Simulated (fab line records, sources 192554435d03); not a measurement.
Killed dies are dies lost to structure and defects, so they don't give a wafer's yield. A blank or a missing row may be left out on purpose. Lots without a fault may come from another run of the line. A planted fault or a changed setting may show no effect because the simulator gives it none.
fab line records | flow n5_finfet
record lots=7 wafers=21 last_day=17
route steps=1938 shown BEOL_M6@1220 PASSIVATION@1936
lots that met no fault: from a run of the same line without faults
start_h: hours from the record's first day to the start of the lot's first wafer shown | wait_h: hours since the lot's step before | " the same as in the row above | L1.1+2: a row that stands for several wafers | - no value, or no start given | * or withheld: withheld | < > ~ a bound
route shown NAME@n: a module of which the file shows steps, and the number in the route of the first | usual: mean/standard deviation of fault-free wafers | same: alike in all rows | chamber/n: place in a boat | sites: the reading at each site | _std_site: their standard deviation | _edge_site: outer sites' mean less inner sites' | radius_mm: how far each site lies from the wafer's centre | mask NAME#n: copy n | behind: the tool/chamber that last shaped the wafer | hold: why the lot was held/for how many hours/how that ended | device: the transistor (n, p or np) that didn't switch | end of line: the same wafers' tests at the end of the route | a step without rows: its recipe alone | killed: dies lost to structure and defects at the first sort, not the wafer's yield | map: a wafer's dies, x killed, . not, _ none there
set.NAME: the setting as run; set.NAME@STEP: as run at that earlier step | model.NAME: the simulator's own value behind a step, which no gauge read
lots at some steps of the route; a table a step, a row a wafer
services: from which hour (start_h, from the record's first day; less than 0 if before it) a tool's chamber was out of use, for how many hours, and why
## steps
# step N5_BEOL_M6_COAT_71
# recipe resist=underlayer temp_c=205 time_s=60 spin_rpm=1500 resist_thk_nm=5
# step N5_BEOL_M6_COAT_22
# recipe resist=CAR-EUV spin_rpm=1500 resist_thk_nm=30
# step N5_BEOL_M6_EBR_24
# recipe solvent=PGMEA ebr_width_mm=1.5
# step N5_BEOL_M6_SOFTBAKE_23
# recipe temp_c=110 time_s=60 resist=CAR-EUV
# step N5_BEOL_M6_EXPOSE_25
# recipe mask_id=V5 na=0.33 source_shape=annular sigma_inner=0.4 sigma_outer=0.8 polarization=unpolarized target_cd_nm=40 dose_mj=45
# step N5_BEOL_M6_PEB_26
# recipe peb_temp_c=100 peb_time_s=60 resist=CAR-EUV
# step N5_BEOL_M6_DEVELOP_27
# recipe develop_time_s=30 developer=TMAH resist=CAR-EUV rinse_liquid=surfactant_rinse dry=air_spin dev_temp_c=23
# step N5_BEOL_M6_CD_MEAS_28
# recipe target_cd_nm=40 landing_energy_ev=500 detector=se_inlens
# usual cd_nm=40.11/0.25
# columns lot.wafer tool chamber start_h wait_h cd_nm
L940.1 cd_sem-01 0 178.21 - 40.11
L940.2 " 0 " " 39.75
L940.4 " 0 " " 40.14
L945.2 cd_sem-02 0 212.38 - 40.11
L945.3 " 0 " " 39.96
L945.5 " 0 " " 40.17
L946.4 cd_sem-03 0 222.97 - 39.91
L946.5 " 0 " " 40.36
L946.6 " 0 " " 39.72
L949.2 cd_sem-02 0 237.66 - 39.99
L949.4 " 0 " " 40.10
L949.5 " 0 " " 40.04
L956.1 cd_sem-01 0 298.07 - 39.85
L956.4 " 0 " " 39.89
L956.6 " 0 " " 39.78
L958.1 cd_sem-02 0 307.72 - 40.54
L958.3 " 0 " " 40.14
L958.5 " 0 " " 40.40
L960.4 cd_sem-03 0 314.13 - 40.20
L960.5 " 0 " " 39.66
L960.6 " 0 " " 40.05
# step N5_BEOL_M6_OVL_MEAS_29
# recipe points_per_wafer=522
# usual V5_OVL=-0.1/0.62
# columns lot.wafer tool chamber start_h wait_h V5_OVL[nm]
L940.1 overlay-01 0 178.24 0.0 -0.9
L940.2 " 0 " " -0.3
L940.4 " 0 " " -1.0
L945.2 overlay-01 0 212.41 0.0 0.4
L945.3 " 0 " " -0.1
L945.5 " 0 " " -0.3
L946.4 overlay-02 0 223.01 0.0 1.3
L946.5 " 0 " " 1.2
L946.6 " 0 " " -0.1
L949.2 overlay-02 0 237.69 0.0 -1.4
L949.4 " 0 " " -0.6
L949.5 " 0 " " 0.5
L956.1 overlay-01 0 298.10 0.0 -0.3
L956.4 " 0 " " 0.2
L956.6 " 0 " " 0.0
L958.1 overlay-02 0 307.75 0.0 -0.5
L958.3 " 0 " " -0.5
L958.5 " 0 " " 0.3
L960.4 overlay-01 0 314.18 0.0 -0.7
L960.5 " 0 " " 0.2
L960.6 " 0 " " -0.4
# step N5_BEOL_M6_INSPECT_30
# recipe mode=adi inspect_instrument=brightfield
# usual raw_defect_count=403/120
# columns lot.wafer tool chamber start_h wait_h raw_defect_count
L940.1 defect_inspect-02 - 178.30 0.1 338
L940.2 " - " " 317
L940.4 " - " " 273
L945.2 defect_inspect-01 - 212.47 0.0 406
L945.3 " - " " 338
L945.5 " - " " 354
L946.4 defect_inspect-02 - 223.06 0.0 434
L946.5 " - " " 316
L946.6 " - " " 445
L949.2 defect_inspect-01 - 237.75 0.0 211
L949.4 " - " " 204
L949.5 " - " " 291
L956.1 defect_inspect-02 - 298.16 0.1 495
L956.4 " - " " 430
L956.6 " - " " 625
L958.1 defect_inspect-01 - 307.80 0.1 463
L958.3 " - " " 391
L958.5 " - " " 341
L960.4 defect_inspect-01 - 314.22 0.0 367
L960.5 " - " " 378
L960.6 " - " " 672
# step N5_BEOL_M6_DESCUM_33
# recipe chemistry=O2 time_s=7 source_power_w=50 bias_power_w=20 pressure_mtorr=20 rf_frequency_hz=2.712e+07 temp_c=40 resist=CAR-EUV o2_flow_sccm=225
# usual drypump_motor_current_A=5.7/0.37 oes_product_au=0.81/0.1 rf_vpp_V=243.0/1.6 showerhead_plenum_p_Torr=2.08/0.092 throttle_valve_pct=20.29/0.2
# columns lot.wafer tool chamber start_h wait_h drypump_motor_current_A oes_product_au rf_hours_counter_h rf_vpp_V showerhead_plenum_p_Torr throttle_valve_pct
L940.1 rie_diel-02 1 178.33 0.0 5.9 0.93 11 244.4 2.18 20.30
L940.2 " 0 " " 6.2 0.67 214 243.0 2.00 20.40
L940.4 " 1 " " 5.9 0.93 - 243.5 2.18 20.30
L945.2 rie_diel-05 2 212.75 0.3 5.5 0.74 186 240.0 1.90 20.26
L945.3 " 0 " " 5.1 0.93 20 243.6 2.14 19.84
L945.5 " 0 " " 5.1 0.94 - 243.5 2.14 19.84
L946.4 rie_diel-02 0 223.11 0.0 6.2 0.67 - 240.1 2.00 20.43
L946.5 " 1 " " 5.9 0.89 - 243.0 2.17 20.32
L946.6 " 3 " " 6.5 0.68 - 241.2 2.07 20.26
L949.2 rie_diel-04 3 238.10 0.4 6.0 0.90 38 242.0 2.04 19.99
L949.4 " 3 " " 6.0 0.90 - 243.0 2.04 20.00
L949.5 " 1 " " 5.5 0.68 - 244.9 2.17 20.30
L956.1 rie_diel-04 2 298.83 0.7 5.3 0.93 18 241.8 2.02 20.17
L956.4 " 3 " " 6.0 0.86 61 242.1 2.03 20.04
L956.6 " 3 " " 6.0 0.86 - 240.9 2.03 20.03
L958.1 rie_diel-04 3 308.04 0.2 6.0 0.85 66 241.9 2.03 20.04
L958.3 " 2 " " 5.3 0.92 23 242.5 2.02 20.16
L958.5 " 2 " " 5.3 0.90 - 243.0 2.02 20.15
L960.4 rie_diel-04 3 314.31 0.1 6.1 0.85 - 241.3 2.03 20.04
L960.5 " 0 " " 5.6 0.81 - 244.8 2.21 20.55
L960.6 " 2 " " 5.3 0.90 - 243.2 2.02 20.16
# step N5_BEOL_M6_ETCH_72
# recipe chemistry=N2/H2 target=underlayer target_depth_a=65 mask_material=CAR-EUV time_s=5.2 ion_energy_ev=200 pressure_mtorr=30 source_w=840 bias_w=150 n2_flow_sccm=200 h2_flow_sccm=200 ends=cleared
# usual bias_w=150.0/0.46 drypump_motor_current_A=5.7/0.37 etch_rf_on_time_s=5.33/0.15 oes_product_au=0.68/0.086 rf_vpp_V=524/3.1 showerhead_plenum_p_Torr=2.54/0.11 throttle_valve_pct=17.81/0.27
# columns lot.wafer tool chamber start_h wait_h bias_w drypump_motor_current_A etch_rf_on_time_s oes_product_au rf_hours_counter_h rf_vpp_V showerhead_plenum_p_Torr throttle_valve_pct
L940.1 rie_diel-02 1 178.37 0.0 150.0 5.9 5.60 0.76 11 525 2.62 17.65
L940.2 " 0 " " 149.7 6.1 5.31 0.59 214 519 2.42 17.79
L940.4 " 1 " " 150.3 5.9 5.58 0.78 - 525 2.62 17.67
L945.2 rie_diel-05 2 212.78 0.0 150.2 5.5 5.49 0.60 186 518 2.32 17.76
L945.3 " 0 " " 149.6 5.2 5.00 0.78 20 525 2.61 17.43
L945.5 " 0 " " 148.9 5.1 4.99 0.78 - 524 2.61 17.39
L946.4 rie_diel-02 0 223.13 0.0 150.1 6.2 5.18 0.57 - 520 2.42 17.81
L946.5 " 1 " " 149.7 5.9 5.49 0.74 - 524 2.61 17.70
L946.6 " 3 " " 150.5 6.5 5.48 0.57 - 523 2.52 17.85
L949.2 rie_diel-04 3 238.14 0.0 149.9 6.1 5.22 0.75 38 524 2.46 17.35
L949.4 " 3 " " 150.1 6.1 5.25 0.75 - 521 2.46 17.35
L949.5 " 1 " " 150.6 5.5 5.26 0.59 - 526 2.62 17.72
L956.1 rie_diel-04 2 298.86 0.0 149.7 5.3 5.47 0.78 18 522 2.51 17.99
L956.4 " 3 " " 150.1 6.1 5.18 0.73 61 522 2.45 17.38
L956.6 " 3 " " 149.9 6.0 5.21 0.72 - 521 2.45 17.39
L958.1 rie_diel-04 3 308.08 0.0 150.6 6.0 5.22 0.71 66 521 2.45 17.39
L958.3 " 2 " " 150.5 5.3 5.51 0.77 23 520 2.51 18.02
L958.5 " 2 " " 150.3 5.3 5.46 0.77 - 522 2.51 17.98
L960.4 rie_diel-04 3 314.34 0.0 149.9 6.1 5.15 0.72 - 521 2.45 17.40
L960.5 " 0 " " 150.6 5.6 5.35 0.66 - 527 2.69 18.03
L960.6 " 2 " " 149.7 5.3 5.48 0.77 - 522 2.51 17.99
# step N5_BEOL_M6_ETCH_65
# recipe chemistry=CF4 target=SiARC target_depth_a=156 mask_material=CAR-EUV time_s=26 ion_energy_ev=80 pressure_mtorr=40 source_w=545 bias_w=36 Ar_flow_sccm=100 cf4_flow_sccm=100 ends=cleared
# usual bias_w=35.99/0.1 drypump_motor_current_A=5.7/0.37 etch_rf_on_time_s=26.5/0.8 mfc_ar_sccm=100.03/0.29 oes_product_au=0.69/0.086 rf_vpp_V=184.0/1.3 showerhead_plenum_p_Torr=2.14/0.083 throttle_valve_pct=15.49/0.24
# columns lot.wafer tool chamber start_h wait_h bias_w drypump_motor_current_A etch_rf_on_time_s mfc_ar_sccm oes_product_au rf_hours_counter_h rf_vpp_V showerhead_plenum_p_Torr throttle_valve_pct
L940.1 rie_diel-02 1 178.38 0.0 36.11 5.9 27.4 99.76 0.78 11 185.0 2.17 15.10
L940.2 " 0 " " 36.04 6.1 25.6 99.52 0.60 214 182.3 2.04 15.52
L940.4 " 1 " " 36.14 5.9 27.6 99.85 0.78 - 185.2 2.17 15.09
L945.2 rie_diel-05 2 212.80 0.0 35.91 5.5 27.1 100.18 0.60 186 181.3 1.96 15.56
L945.3 " 0 " " 35.96 5.1 24.2 99.99 0.80 20 184.8 2.20 15.16
L945.5 " 0 " " 36.08 5.1 24.3 99.82 0.80 - 184.5 2.20 15.14
L946.4 rie_diel-02 0 223.15 0.0 36.18 6.1 25.9 100.04 0.58 - 182.4 2.04 15.56
L946.5 " 1 " " 35.98 5.9 27.5 100.05 0.75 - 184.4 2.17 15.13
L946.6 " 3 " " 35.91 6.6 27.9 100.13 0.57 - 184.6 2.11 15.41
L949.2 rie_diel-04 3 238.15 0.0 35.95 6.0 26.3 99.80 0.75 38 183.1 2.10 15.22
L949.4 " 3 " " 35.92 6.0 26.5 100.56 0.75 - 184.7 2.10 15.23
L949.5 " 1 " " 35.98 5.5 25.9 100.03 0.60 - 185.2 2.20 15.46
L956.1 rie_diel-04 2 298.88 0.0 35.92 5.3 27.1 100.47 0.78 18 183.1 2.10 15.45
L956.4 " 3 " " 35.91 6.0 44.0 99.85 0.56 61 183.5 2.10 15.27
L956.6 " 3 " " 36.05 6.1 43.7 99.76 0.56 - 184.1 2.09 15.27
L958.1 rie_diel-04 3 308.10 0.0 36.01 6.0 26.5 100.21 0.72 66 183.7 2.09 15.29
L958.3 " 2 " " 35.99 5.3 27.3 100.21 0.78 23 182.4 2.10 15.45
L958.5 " 2 " " 36.05 5.3 45.4 99.98 0.61 - 183.4 2.10 15.46
L960.4 rie_diel-04 3 314.36 0.0 36.06 6.1 44.2 100.62 0.55 - 181.8 2.09 15.28
L960.5 " 0 " " 35.98 5.6 44.6 100.17 0.52 - 184.7 2.26 15.73
L960.6 " 2 " " 35.96 5.3 45.7 99.63 0.60 - 183.1 2.09 15.45
# step N5_BEOL_M6_ETCH_66
# recipe chemistry=N2/H2 target=SOC target_depth_a=800 overetch_a=160 mask_material=SiARC temp_c=40 time_s=120 ion_energy_ev=200 pressure_mtorr=30 source_w=840 bias_w=150 n2_flow_sccm=200 h2_flow_sccm=200
# usual bias_w=149.9/0.44 drypump_motor_current_A=5.7/0.37 oes_product_au=0.62/0.076 rf_vpp_V=523.6/2.9 showerhead_plenum_p_Torr=2.54/0.11 throttle_valve_pct=17.77/0.27
# columns lot.wafer tool chamber start_h wait_h bias_w drypump_motor_current_A oes_product_au rf_hours_counter_h rf_vpp_V showerhead_plenum_p_Torr throttle_valve_pct
L940.1 rie_diel-02 1 178.41 0.0 149.7 5.9 0.72 11 524.3 2.62 17.62
L940.2 " 0 " " 150.1 6.1 0.52 214 519.2 2.42 17.75
L940.4 " 1 " " 149.3 5.9 0.72 - 525.2 2.62 17.63
L945.2 rie_diel-05 2 212.83 0.0 150.0 5.5 0.55 186 517.2 2.32 17.73
L945.3 " 0 " " 149.6 5.1 0.69 21 525.8 2.61 17.35
L945.5 " 0 " " 150.2 5.1 0.69 - 525.2 2.61 17.38
L946.4 rie_diel-02 0 223.21 0.0 150.4 6.1 0.52 - 519.2 2.42 17.77
L946.5 " 1 " " 150.0 6.0 0.69 - 525.9 2.61 17.65
L946.6 " 3 " " 150.4 6.6 0.53 - 522.9 2.52 17.82
L949.2 rie_diel-04 3 238.18 0.0 150.2 6.1 0.68 38 523.4 2.46 17.30
L949.4 " 3 " " 149.6 6.0 0.68 - 523.7 2.46 17.31
L949.5 " 1 " " 150.4 5.5 0.53 - 525.4 2.62 17.69
L956.1 rie_diel-04 2 298.91 0.0 149.9 5.3 0.72 18 521.9 2.51 17.93
L956.4 " 3 " " 149.9 6.0 0.65 61 521.8 2.45 17.32
L956.6 " 3 " " 149.9 6.0 0.65 - 521.3 2.45 17.35
L958.1 rie_diel-04 3 308.12 0.0 149.2 6.0 0.64 66 521.7 2.45 17.34
L958.3 " 2 " " 149.4 5.3 0.72 23 522.7 2.51 17.95
L958.5 " 2 " " 149.9 5.3 0.72 - 520.8 2.51 17.96
L960.4 rie_diel-04 3 314.42 0.0 149.7 6.0 0.64 - 520.4 2.45 17.36
L960.5 " 0 " " 150.0 5.6 0.61 - 526.2 2.69 17.99
L960.6 " 2 " " 150.5 5.3 0.72 - 521.8 2.51 17.95
# step N5_PASSIVATION_PROBE_49
# usual defect_limited_yield=91.2/1.6 killed_at_M0_to_M3=34/11 killed_at_M4_up=13/5.2 killed_at_contacts=13/6.3 killed_at_front_end=40/14 killed_at_other=3.2/2.4 killed_dies=104/19 killed_open=69/14 killed_short=32/7.5 sort_bin_4_leakage=0.00/0.04 sort_bin_5_function=5.3/1.1 sort_bin_6_memory=3.2/0.73 sort_bin_8_speed=0.01/0.038 sort_n_pass=1076/19 sort_yield_pct=91.2/1.6
# same gross_dies=1180 killed_at_back_side=0
# columns lot.wafer tool chamber start_h wait_h defect_limited_yield[%] killed_at_M0_to_M3 killed_at_M4_up killed_at_contacts killed_at_front_end killed_at_other killed_dies killed_open killed_short sort_bin_4_leakage[%] sort_bin_5_function[%] sort_bin_6_memory[%] sort_bin_8_speed[%] sort_n_pass sort_yield_pct[%]
L940.1 prober-02 - 262.69 0.0 93.7 25 13 12 23 1 74 44 27 0 4.2 1.9 0 1106 93.7
L940.2 prober-02 - 262.74 0.1 93.3 26 14 7 27 5 79 50 28 0 4.5 1.9 0 1101 93.3
L940.4 prober-02 - 262.84 0.2 93.9 22 11 11 28 0 72 44 27 0 3.9 2.0 0 1108 93.9
L958.1 prober-01 - 393.34 0.0 91.0 36 6 36 25 3 106 77 28 0 6.4 2.2 0 1074 91.0
L958.3 prober-01 - 393.44 0.1 93.5 25 10 18 23 1 77 59 15 0 4.1 2.3 0 1103 93.5
L958.5 prober-01 - 393.54 0.2 91.0 31 17 12 38 8 106 76 30 0 5.5 3.1 0 1074 91.0
L960.4 prober-02 - 400.61 0.2 90.9 46 12 6 40 3 107 68 37 0 5.4 3.0 0.08 1073 90.9
L960.5 prober-02 - 400.66 0.2 92.4 33 11 14 32 0 90 56 29 0 4.5 2.9 0 1090 92.4
L960.6 prober-02 - 400.71 0.3 89.7 45 8 21 48 0 122 77 43 0 5.1 4.6 0 1058 89.7
# killed by level:class
L940.1 FIN_SAQP:geometric_particle:short=7 MOL_CONTACT_COAG:geometric_particle:open=7 BEOL_M0_SAQP:geometric_particle:open=6 BEOL_M0_SAQP:geometric_particle:short=6 MOL_CONTACT_COAG:geometric_particle:short=4 BEOL_M3:geometric_particle:open=4 FIN_SAQP:geometric_particle:open=3 BEOL_M4:geometric_particle:short=3
L940.2 BEOL_M0_SAQP:geometric_particle:short=10 MOL_CONTACT_COAG:geometric_particle:open=6 BEOL_M2:geometric_particle:open=6 BEOL_M0_SAQP:geometric_particle:open=6 BEOL_M4:geometric_particle:open=6 STARTING-WAFER:geometric_particle:short=5 GATE_CUT:geometric_particle:open=4 FIN_SAQP:geometric_particle:open=3
L940.4 MOL_CONTACT_COAG:geometric_particle:open=8 FIN_SAQP:geometric_particle:open=7 STARTING-WAFER:geometric_particle:short=7 FIN_SAQP:geometric_particle:short=6 BEOL_M3:geometric_particle:open=6 BEOL_M0_SAQP:geometric_particle:open=5 MOL_CONTACT_COAG:geometric_particle:short=3 BEOL_M2:geometric_particle:open=3
L958.1 MOL_CONTACT_COAG:geometric_particle:open=29 BEOL_M2:geometric_particle:open=11 STI_FIN_REVEAL:geometric_particle:open=9 MOL_CONTACT_COAG:geometric_particle:short=7 BEOL_M0_SAQP:geometric_particle:short=6 BEOL_M0:geometric_particle:open=5 BEOL_M3:geometric_particle:open=5 FIN_SAQP:geometric_particle:short=3
L958.3 MOL_CONTACT_COAG:geometric_particle:open=17 BEOL_M3:geometric_particle:open=7 BEOL_M1:geometric_particle:open=6 STARTING-WAFER:geometric_particle:open=5 GATE_CUT:geometric_particle:short=4 BEOL_M0:geometric_particle:open=4 STI_FIN_REVEAL:geometric_particle:open=3 BEOL_M2:geometric_particle:open=3
L958.5 MOL_CONTACT_COAG:geometric_particle:open=11 STI_FIN_REVEAL:geometric_particle:open=10 GATE_CUT:geometric_particle:short=8 BEOL_M3:geometric_particle:open=7 BEOL_M0:geometric_particle:open=6 FIN_SAQP:geometric_particle:short=5 BEOL_M0_SAQP:geometric_particle:short=5 BEOL_M5:geometric_particle:open=5
L960.4 BEOL_M2:geometric_particle:open=11 BEOL_M0_SAQP:geometric_particle:open=8 STI_FIN_REVEAL:geometric_particle:open=7 FIN_SAQP:geometric_particle:open=6 GATE_CUT:geometric_particle:short=6 BEOL_M3:geometric_particle:open=6 MOL_CONTACT_COAG:geometric_particle:open=5 BEOL_M0_SAQP:geometric_particle:short=5
L960.5 BEOL_M2:geometric_particle:open=12 STI_FIN_REVEAL:geometric_particle:open=9 MOL_CONTACT_COAG:geometric_particle:open=8 MOL_CONTACT_COAG:geometric_particle:short=6 BEOL_M1:geometric_particle:open=6 BEOL_M3:geometric_particle:open=4 FIN_SAQP:geometric_particle:short=3 SPACER0:geometric_particle:short=3
L960.6 MOL_CONTACT_COAG:geometric_particle:open=17 STI_FIN_REVEAL:geometric_particle:open=14 BEOL_M2:geometric_particle:open=9 BEOL_M3:geometric_particle:short=9 BEOL_M0_SAQP:geometric_particle:short=8 BEOL_M0_SAQP:geometric_particle:open=7 STI_FIN_REVEAL:geometric_particle:short=5 STARTING-WAFER:geometric_particle:open=5
## services
# columns tool chamber start_h hours kind
rie_diel-05 - 164.14 0.3 repair
rie_diel-05 - 171.64 2.2 repair
rie_diel-02 3 173.21 5.4 repair
rie_diel-04 1 175.48 62.1 repair
rie_diel-05 3 201.47 13.7 repair
rie_diel-02 2 205.13 - clean
rie_diel-02 2 205.13 - consumable_replace:focus_ring
rie_diel-02 2 205.13 22.7 scheduled_down
rie_diel-02 2 205.13 22.7 vent_cycle
rie_diel-05 2 219.41 2.6 repair
rie_diel-04 2 237.62 - clean
rie_diel-04 2 237.62 - consumable_replace:focus_ring
rie_diel-04 2 237.62 14.2 scheduled_down
rie_diel-04 2 237.62 14.2 vent_cycle
rie_diel-02 0 277.44 - clean
rie_diel-02 0 277.44 - consumable_replace:focus_ring
rie_diel-02 0 277.44 - consumable_replace:showerhead
rie_diel-02 0 277.44 14.1 scheduled_down
rie_diel-02 0 277.44 14.1 vent_cycle
rie_diel-05 - 291.28 14.6 pm
rie_diel-04 1 306.00 - clean
rie_diel-04 1 306.00 - consumable_replace:focus_ring
rie_diel-04 1 306.00 15.0 scheduled_down
rie_diel-04 1 306.00 15.0 vent_cycle
## key
first_sign step=N5_BEOL_M6_ETCH_65 reading=etch_rf_on_time_s direction=up sigmas=23 usual=* struck=*
effect none on later readings
met_at N5_BEOL_M6_ETCH_65
struck_wafers L956.4,L956.6,L958.5,L960.4,L960.5,L960.6
onset_between 238.15 298.88
fault kind=process_parameter_drift tool=rie_diel-04 chamber=- onset_h=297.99 steps=N5_BEOL_M6_ETCH_65 channel=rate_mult offset=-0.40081 shape=step end_h=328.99 scope=struck_wafers_only
